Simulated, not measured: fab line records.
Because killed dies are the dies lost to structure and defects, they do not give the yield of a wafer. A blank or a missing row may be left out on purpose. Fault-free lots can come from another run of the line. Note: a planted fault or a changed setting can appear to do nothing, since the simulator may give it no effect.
Split-lot trial || flow n5-finfet || 7 lots, 21 wafers read, on a route of 1938 steps

## ABOUT THE SPLIT
At N5_BEOL_M0_SAQP_COAT_105 (time 60 s, resist thk 100 nm), the setting spin-rpm was moved away from the recipe's 1500 rpm on 9 of the 21 wafers read, by -9.1% to +10.4%. The other wafers ran this setting at the recipe's value.

The split's own step is where the reading is taken.

## THE READING
SOC_of_BEOL_M0_SAQP_COAT_105.thk-nm (the simulator's own value, which no gauge read), in nm, at N5_BEOL_M0_SAQP_COAT_105 (time 60 s, resist thk 100 nm). No usual value for it is given in the file. Across the 12 wafers here that went through the recipe, the average is 100.3 nm and the standard deviation 0.44 nm.

{"wafer": "L075.2", "tool, chamber at the split": "litho-track-02, 0", "spin-rpm as run, rpm": 1500, "against the recipe": "recipe", "SOC_of_BEOL_M0_SAQP_COAT_105.thk-nm, nm": 100.2, "against lot-mates on the recipe": "-"}
{"wafer": "L075.3", "tool, chamber at the split": "litho-track-02, 0", "spin-rpm as run, rpm": 1500, "against the recipe": "recipe", "SOC_of_BEOL_M0_SAQP_COAT_105.thk-nm, nm": 100.2, "against lot-mates on the recipe": "-"}
{"wafer": "L075.6", "tool, chamber at the split": "litho-track-02, 0", "spin-rpm as run, rpm": 1500, "against the recipe": "recipe", "SOC_of_BEOL_M0_SAQP_COAT_105.thk-nm, nm": 100.2, "against lot-mates on the recipe": "-"}
{"wafer": "L076.1", "tool, chamber at the split": "litho-track-02, 0", "spin-rpm as run, rpm": 1455, "against the recipe": "-3.0%", "SOC_of_BEOL_M0_SAQP_COAT_105.thk-nm, nm": 102.2, "against lot-mates on the recipe": "+1.4"}
{"wafer": "L076.2", "tool, chamber at the split": "litho-track-02, 0", "spin-rpm as run, rpm": 1500, "against the recipe": "recipe", "SOC_of_BEOL_M0_SAQP_COAT_105.thk-nm, nm": 100.8, "against lot-mates on the recipe": "-"}
{"wafer": "L076.3", "tool, chamber at the split": "litho-track-02, 0", "spin-rpm as run, rpm": 1500, "against the recipe": "recipe", "SOC_of_BEOL_M0_SAQP_COAT_105.thk-nm, nm": 100.8, "against lot-mates on the recipe": "-"}
{"wafer": "L077.1", "tool, chamber at the split": "litho-track-03, 0", "spin-rpm as run, rpm": 1387, "against the recipe": "-7.5%", "SOC_of_BEOL_M0_SAQP_COAT_105.thk-nm, nm": 104.4, "against lot-mates on the recipe": "+4.0"}
{"wafer": "L077.2", "tool, chamber at the split": "litho-track-03, 0", "spin-rpm as run, rpm": 1387, "against the recipe": "-7.5%", "SOC_of_BEOL_M0_SAQP_COAT_105.thk-nm, nm": 104.2, "against lot-mates on the recipe": "+3.8"}
{"wafer": "L077.3", "tool, chamber at the split": "litho-track-03, 0", "spin-rpm as run, rpm": 1500, "against the recipe": "recipe", "SOC_of_BEOL_M0_SAQP_COAT_105.thk-nm, nm": 100.4, "against lot-mates on the recipe": "-"}
{"wafer": "L083.3", "tool, chamber at the split": "litho-track-01, 0", "spin-rpm as run, rpm": 1363, "against the recipe": "-9.1%", "SOC_of_BEOL_M0_SAQP_COAT_105.thk-nm, nm": 105.4, "against lot-mates on the recipe": "+4.6"}
{"wafer": "L083.4", "tool, chamber at the split": "litho-track-01, 0", "spin-rpm as run, rpm": 1363, "against the recipe": "-9.1%", "SOC_of_BEOL_M0_SAQP_COAT_105.thk-nm, nm": 105.8, "against lot-mates on the recipe": "+5.0"}
{"wafer": "L083.5", "tool, chamber at the split": "litho-track-01, 0", "spin-rpm as run, rpm": 1500, "against the recipe": "recipe", "SOC_of_BEOL_M0_SAQP_COAT_105.thk-nm, nm": 100.8, "against lot-mates on the recipe": "-"}
{"wafer": "L085.2", "tool, chamber at the split": "litho-track-02, 0", "spin-rpm as run, rpm": 1424, "against the recipe": "-5.1%", "SOC_of_BEOL_M0_SAQP_COAT_105.thk-nm, nm": 103.4, "against lot-mates on the recipe": "+2.6"}
{"wafer": "L085.4", "tool, chamber at the split": "litho-track-02, 0", "spin-rpm as run, rpm": 1424, "against the recipe": "-5.1%", "SOC_of_BEOL_M0_SAQP_COAT_105.thk-nm, nm": 103.2, "against lot-mates on the recipe": "+2.4"}
{"wafer": "L085.6", "tool, chamber at the split": "litho-track-02, 0", "spin-rpm as run, rpm": 1500, "against the recipe": "recipe", "SOC_of_BEOL_M0_SAQP_COAT_105.thk-nm, nm": 100.8, "against lot-mates on the recipe": "-"}
{"wafer": "L092.1", "tool, chamber at the split": "litho-track-03, 0", "spin-rpm as run, rpm": 1500, "against the recipe": "recipe", "SOC_of_BEOL_M0_SAQP_COAT_105.thk-nm, nm": 99.8, "against lot-mates on the recipe": "-"}
{"wafer": "L092.3", "tool, chamber at the split": "litho-track-03, 0", "spin-rpm as run, rpm": 1500, "against the recipe": "recipe", "SOC_of_BEOL_M0_SAQP_COAT_105.thk-nm, nm": 99.6, "against lot-mates on the recipe": "-"}
{"wafer": "L092.6", "tool, chamber at the split": "litho-track-03, 0", "spin-rpm as run, rpm": 1500, "against the recipe": "recipe", "SOC_of_BEOL_M0_SAQP_COAT_105.thk-nm, nm": 99.6, "against lot-mates on the recipe": "-"}
{"wafer": "L096.3", "tool, chamber at the split": "litho-track-02, 0", "spin-rpm as run, rpm": 1656, "against the recipe": "+10.4%", "SOC_of_BEOL_M0_SAQP_COAT_105.thk-nm, nm": 95, "against lot-mates on the recipe": -5.4}
{"wafer": "L096.4", "tool, chamber at the split": "litho-track-02, 0", "spin-rpm as run, rpm": 1656, "against the recipe": "+10.4%", "SOC_of_BEOL_M0_SAQP_COAT_105.thk-nm, nm": 94.8, "against lot-mates on the recipe": -5.6}
{"wafer": "L096.5", "tool, chamber at the split": "litho-track-02, 0", "spin-rpm as run, rpm": 1500, "against the recipe": "recipe", "SOC_of_BEOL_M0_SAQP_COAT_105.thk-nm, nm": 100.4, "against lot-mates on the recipe": "-"}

THE FIT
A straight line over all 21 wafers: SOC_of_BEOL_M0_SAQP_COAT_105.thk-nm changes by -0.545 nm for each +1% of spin-rpm; r = -0.99; the points scatter about the line by 0.39 nm.
The same after taking each lot's own level away (the mean of its wafers on the recipe; 21 wafers): -0.523 nm for each +1%; r = -1.00; scatter 0.11 nm.
That fit puts the effect of the largest move of spin-rpm on the reading at 5.4 nm.
Measured against the standard deviation above, the lots' own levels, which go from 99.67 to 100.80 nm, span 2.6 times it.
The two slopes are in agreement: the lot-to-lot level therefore moves the slope only a little.
Check: for one of the wafers moved furthest among these (+10.4%), held out of the fit, the line's prediction against its lot-mates is -5.49 nm. Against them it came out at -5.4 nm.

## OTHER SPLITS ON THESE WAFERS
Before the reading, these wafers also passed through other splits. Each is held against what the fit with the lots' levels taken away leaves over:
{"other split on the same wafers": "N5_HKMG_FIN_EXPOSE_46 dose-mj", "wafers away from the commonest value": 4, "r with SOC_of_BEOL_M0_SAQP_COAT_105.thk-nm (lot level and that fit taken away)": -0.19}
{"other split on the same wafers": "N5_GATE_CUT_EXPOSE_10 dose-mj", "wafers away from the commonest value": 8, "r with SOC_of_BEOL_M0_SAQP_COAT_105.thk-nm (lot level and that fit taken away)": -0.03}
{"other split on the same wafers": "N5_GATE_CUT_ETCH_36 cf4-flow-sccm", "wafers away from the commonest value": 7, "r with SOC_of_BEOL_M0_SAQP_COAT_105.thk-nm (lot level and that fit taken away)": "+0.31"}

## THE FILE'S OWN FIT
SOC_of_BEOL_M0_SAQP_COAT_105.thk-nm changes by -0.52 nm for each +1% of spin-rpm, r = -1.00.
